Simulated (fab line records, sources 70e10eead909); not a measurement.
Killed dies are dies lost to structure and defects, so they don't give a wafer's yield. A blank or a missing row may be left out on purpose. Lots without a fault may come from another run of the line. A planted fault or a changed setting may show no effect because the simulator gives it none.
A struck lot beside a sound one | flow nand_harc | 37 steps out of a route of 1302
Sound: wafers L118.4, L118.5, L118.6. Struck: wafers L132.1, L132.3, L132.6. The cause comes at the end.
At each step with rows: each side's tool, then ch and its chambers, then its first start. Under that, the readings that differ: sound wafers | struck wafers | difference of the means | sigmas: that difference in standard deviations of wafers without a fault.
alike: readings whose means differ by less than 2 such deviations, and words and numbers that are the same on both sides. not compared: withheld readings, readings that some wafer has no value for, bounds like >300 that may hide the same value, and numbers for which the record gives no deviation and whose values overlap.
The two part at a step that has a row with sigmas, a row that says differs or no value, or rows on one side only. Numbers that don't overlap but have no deviation are shown without sigmas and don't part them. A reading that every wafer of one side lacks parts them only if that side has two wafers or more.

first, 1 step without rows for these wafers: NHARC_A_WL_FILL_CVD_03 (deposits W, target thk 40 nm, time 279 s).
NHARC_A_WL_FILL_ETCHBACK_04: etches the open film in NF3, target depth 60 nm, time 120 s.
  sound on rie_metal-01 ch 0,1, day 20 18:04; struck on rie_metal-02 ch 0,1, day 26 17:07
  alike: drypump_motor_current_A, oes_product_au
  not compared: rf_hours_counter_h
NHARC_A_WL_FILL_ETCHBACK_05: etches the open film in Cl2/BCl3, target depth 22 nm, time 60 s.
  sound on rie_metal-01 ch 0,1, day 20 18:15; struck on rie_metal-02 ch 0,1, day 26 17:22
  alike: drypump_motor_current_A, oes_product_au
  not compared: rf_hours_counter_h
then, 5 steps without rows for these wafers: NHARC_A_WL_FILL_STRIP_27 (strips in N2/H2, time 20 s); NHARC_A_WL_FILL_STRIP_28 (strips in post etch residue remover, time 1200 s); NHARC_A_WL_FILL_PRECLEAN_06 (cleans in DIW, time 300 s); NHARC_A_WL_FILL_SRD_07; NHARC_A_WL_FILL_ANNEAL_08 (time 1800 s).
NHARC_A_WL_FILL_ALD_10: deposits SiO2, target thk 50 nm, pulse time 10 s, ald cycles 500.
  sound on ald_hk-04 ch 1,2, day 21 01:44; struck on ald_hk-04 ch 0,1,3, day 26 23:13
  alike: heater_power_w, precursor_pulse_height_rel
NHARC_A_WL_FILL_ETCHBACK_16: etches the open film in C4F8/O2/Ar, target depth 120 nm, time 24 s.
  sound on rie_diel-07 ch 0,1,3; struck on rie_diel-08 ch 0,1,3
  alike: oes_product_au, rf_vpp_V
  not compared: rf_hours_counter_h
then, 1 step without rows for these wafers: NHARC_A_WL_FILL_STRIP_29 (strips in O2, time 20 s).
NHARC_A_WL_FILL_ETCHBACK_17: etches the open film in Cl2/BCl3, target depth 4 nm, time 26.7 s.
  sound on rie_metal-02 ch 0, day 21 06:10; struck on rie_metal-02 ch 0, day 27 06:10
  alike: drypump_motor_current_A, oes_product_au
  not compared: rf_hours_counter_h
then, 10 steps without rows for these wafers: NHARC_A_WL_FILL_PRECLEAN_18 (cleans in dHF, time 30 s); NHARC_A_WL_FILL_SRD_21; NHARC_A_WL_FILL_CVD_23 (deposits poly-Si, target thk 40 nm, time 800 s); NHARC_A_WL_FILL_ETCHBACK_26 (etches the open film in HBr, target depth 52 nm, time 13.3 s); NHARC_A_WL_FILL_PRECLEAN_30 (cleans in dHF, time 10 s); NHARC_A_WL_FILL_SRD_14; NHARC_A_WL_FILL_ALD_19 (deposits TiN, target thk 2 nm, pulse time 3 s, ald cycles 100); NHARC_A_WL_FILL_CVD_20 (deposits W, target thk 100 nm, time 74 s); NHARC_A_WL_FILL_CMP_12 (polishes, t overpolish 30 s, target thk 100 nm); NHARC_A_WL_FILL_SRD_31.
NHARC_A_CONTACT_DEP_24: deposits SiO2, target thk 500 nm.
  sound on pecvd-03 ch 0,1,2, day 21 12:59; struck on pecvd-03 ch 0,1,2, day 27 12:46
  alike: heater_power_w, showerhead_vpp_V, throttle_valve_pct
then, 12 steps without rows for these wafers: NHARC_A_CONTACT_DEP_28 (deposits aC, target thk 7000 nm); NHARC_A_CONTACT_DEP_29 (deposits SiON, target thk 100 nm); NHARC_A_CONTACT_DEHYDRATE_32 (time 120 s); NHARC_A_CONTACT_HMDS_33 (time 30 s); NHARC_A_CONTACT_COAT_34 (time 75 s); NHARC_A_CONTACT_COAT_35 (time 65 s); NHARC_A_CONTACT_COAT_36 (resist thk 90 nm); NHARC_A_CONTACT_SOFTBAKE_37 (time 55 s); NHARC_A_CONTACT_EBR_38; NHARC_A_CONTACT_EXPOSE_39 (exposes mask A CC 3); NHARC_A_CONTACT_PEB_40 (peb time 65 s); NHARC_A_CONTACT_DEVELOP_41 (develop time 35 s).
NHARC_A_CONTACT_CD_MEAS_42: target cd 300 nm.
  sound on cd_sem-03 ch 0, day 21 20:49; struck on cd_sem-01 ch 0, day 27 18:07
  alike: cd_nm
-- the record jumps here: 3 days lie between the struck wafers' starts before and after (it left off in module A_CONTACT and takes up again in module END, whose first step shown is number 1302 of the route) --
NHARC_END_SORT_01:
  sound on prober-01 ch 0, day 24 21:06; struck on prober-01 ch 0, day 31 02:40
  alike: killed_at_array, killed_at_other, killed_at_periphery, killed_dies, killed_open, killed_short

WHERE THEY PART
Nowhere in this record.

WHY: what the simulator had put in
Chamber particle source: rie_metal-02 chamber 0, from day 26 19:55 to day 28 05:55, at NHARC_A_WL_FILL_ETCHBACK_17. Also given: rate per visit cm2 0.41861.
